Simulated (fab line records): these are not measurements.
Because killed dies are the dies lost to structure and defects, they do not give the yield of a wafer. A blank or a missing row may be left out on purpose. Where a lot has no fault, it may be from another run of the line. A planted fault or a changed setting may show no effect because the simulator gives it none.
Lot-split experiment :: flow n5-finfet :: 7 lots, 21 wafers read, on a route of 1938 steps

## ABOUT THE SPLIT
At N5_BEOL_M13_EXPOSE_07 (exposes mask V12), the setting dose-mj was moved away from the recipe's 24.8 on 8 of the 21 wafers read, by -3.7% to +4.8%. The other wafers ran this setting at the recipe's value.

## FROM THE SPLIT TO THE READING: what the file shows between them, 3 steps
- N5_BEOL_M13_PEB_08: peb time 90 s
- N5_BEOL_M13_DEVELOP_09: develop time 45 s
- N5_BEOL_M13_HARDBAKE_14: time 120 s

## THE READING
Shown in nm: cd-nm at N5_BEOL_M13_CD_MEAS_10, with target cd 190 nm. On this fab line, fault-free wafers typically give 191.5 nm with a standard deviation of 1.1 nm.

wafer: L076.3
tool, chamber at the split: krf-scanner-01, 0
dose-mj as run: 24.8
against the recipe: recipe
cd-nm, nm: 192.7
against lot-mates on the recipe: -

wafer: L076.4
tool, chamber at the split: krf-scanner-01, 0
dose-mj as run: 24.8
against the recipe: recipe
cd-nm, nm: 192.9
against lot-mates on the recipe: -

wafer: L076.5
tool, chamber at the split: krf-scanner-01, 0
dose-mj as run: 24.8
against the recipe: recipe
cd-nm, nm: 192.7
against lot-mates on the recipe: -

wafer: L079.1
tool, chamber at the split: krf-scanner-02, 0
dose-mj as run: 24.8
against the recipe: recipe
cd-nm, nm: 190.0
against lot-mates on the recipe: -

wafer: L079.5
tool, chamber at the split: krf-scanner-02, 0
dose-mj as run: 24.31
against the recipe: -2.0%
cd-nm, nm: 189.5
against lot-mates on the recipe: -1.2

wafer: L079.6
tool, chamber at the split: krf-scanner-02, 0
dose-mj as run: 24.8
against the recipe: recipe
cd-nm, nm: 191.3
against lot-mates on the recipe: -

wafer: L085.1
tool, chamber at the split: krf-scanner-02, 0
dose-mj as run: 23.89
against the recipe: -3.7%
cd-nm, nm: 188.6
against lot-mates on the recipe: -3.6

wafer: L085.3
tool, chamber at the split: krf-scanner-02, 0
dose-mj as run: 24.8
against the recipe: recipe
cd-nm, nm: 192.2
against lot-mates on the recipe: -

wafer: L085.5
tool, chamber at the split: krf-scanner-02, 0
dose-mj as run: 23.89
against the recipe: -3.7%
cd-nm, nm: 187.6
against lot-mates on the recipe: -4.6

wafer: L087.3
tool, chamber at the split: krf-scanner-01, 0
dose-mj as run: 24.8
against the recipe: recipe
cd-nm, nm: 192.7
against lot-mates on the recipe: -

wafer: L087.4
tool, chamber at the split: krf-scanner-01, 0
dose-mj as run: 24.8
against the recipe: recipe
cd-nm, nm: 190.8
against lot-mates on the recipe: -

wafer: L087.5
tool, chamber at the split: krf-scanner-01, 0
dose-mj as run: 24.8
against the recipe: recipe
cd-nm, nm: 191.2
against lot-mates on the recipe: -

wafer: L086.1
tool, chamber at the split: krf-scanner-01, 0
dose-mj as run: 24.8
against the recipe: recipe
cd-nm, nm: 192.0
against lot-mates on the recipe: -

wafer: L086.2
tool, chamber at the split: krf-scanner-01, 0
dose-mj as run: 25.42
against the recipe: +2.5%
cd-nm, nm: 194.3
against lot-mates on the recipe: +2.3

wafer: L086.3
tool, chamber at the split: krf-scanner-01, 0
dose-mj as run: 25.42
against the recipe: +2.5%
cd-nm, nm: 195.0
against lot-mates on the recipe: +3.0

wafer: L088.3
tool, chamber at the split: krf-scanner-01, 0
dose-mj as run: 25.53
against the recipe: +2.9%
cd-nm, nm: 196.7
against lot-mates on the recipe: +3.4

wafer: L088.4
tool, chamber at the split: krf-scanner-01, 0
dose-mj as run: 24.8
against the recipe: recipe
cd-nm, nm: 193.8
against lot-mates on the recipe: -

wafer: L088.5
tool, chamber at the split: krf-scanner-01, 0
dose-mj as run: 24.8
against the recipe: recipe
cd-nm, nm: 192.7
against lot-mates on the recipe: -

wafer: L089.1
tool, chamber at the split: krf-scanner-01, 0
dose-mj as run: 24.8
against the recipe: recipe
cd-nm, nm: 190.8
against lot-mates on the recipe: -

wafer: L089.4
tool, chamber at the split: krf-scanner-01, 0
dose-mj as run: 25.99
against the recipe: +4.8%
cd-nm, nm: 197.4
against lot-mates on the recipe: +6.6

wafer: L089.5
tool, chamber at the split: krf-scanner-01, 0
dose-mj as run: 25.99
against the recipe: +4.8%
cd-nm, nm: 196.9
against lot-mates on the recipe: +6.1

THE FIT
A straight line over all 21 wafers: cd-nm changes by +1.12 nm for each +1% of dose-mj; r = +0.93; the points scatter about the line by 0.95 nm.
The same after taking each lot's own level away (the mean of its wafers on the recipe; 21 wafers): +1.18 nm for each +1%; r = +0.98; scatter 0.59 nm.
According to that fit, moving dose-mj by its largest amount changes the reading by 5.7 nm.
The span of the lots' own levels, 190.65 to 193.25 nm, comes to 2.4 times the standard deviation stated above.
The two slopes agree, so the slope changes little with the lot-to-lot level.
Check: with one of the wafers moved furthest among these (+4.8%) left out of the fit, the line predicts +5.5 nm for it against its lot-mates. It came out at +6.6 nm against them.

## ADDITIONAL SPLITS CARRIED BY THESE WAFERS
Other splits were also applied to these wafers ahead of the reading. Each is held against what the fit with the lots' levels taken away leaves over:
other split on the same wafers: N5_BEOL_M7_TRENCH_ETCH_37 time-s
wafers away from the commonest value: 6
r with cd-nm (lot level and that fit taken away): -0.05

other split on the same wafers: N5_BEOL_M8_ETCH_62 source-w
wafers away from the commonest value: 6
r with cd-nm (lot level and that fit taken away): -0.12

other split on the same wafers: N5_BEOL_M9_COAT_60 spin-rpm
wafers away from the commonest value: 6
r with cd-nm (lot level and that fit taken away): +0.08

other split on the same wafers: N5_BEOL_M9_ETCH_62 time-s
wafers away from the commonest value: 8
r with cd-nm (lot level and that fit taken away): +0.06

other split on the same wafers: N5_BEOL_M10_VIA_ETCH_34 time-s
wafers away from the commonest value: 8
r with cd-nm (lot level and that fit taken away): +0.08

other split on the same wafers: N5_BEOL_M10_ETCH_41 source-w
wafers away from the commonest value: 3
r with cd-nm (lot level and that fit taken away): -0.09

other split on the same wafers: N5_BEOL_M11_ETCH_62 time-s
wafers away from the commonest value: 9
r with cd-nm (lot level and that fit taken away): +0.19

## THE FILE'S OWN FIT
cd-nm changes by +1.17 nm for each +1% of dose-mj, r = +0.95.
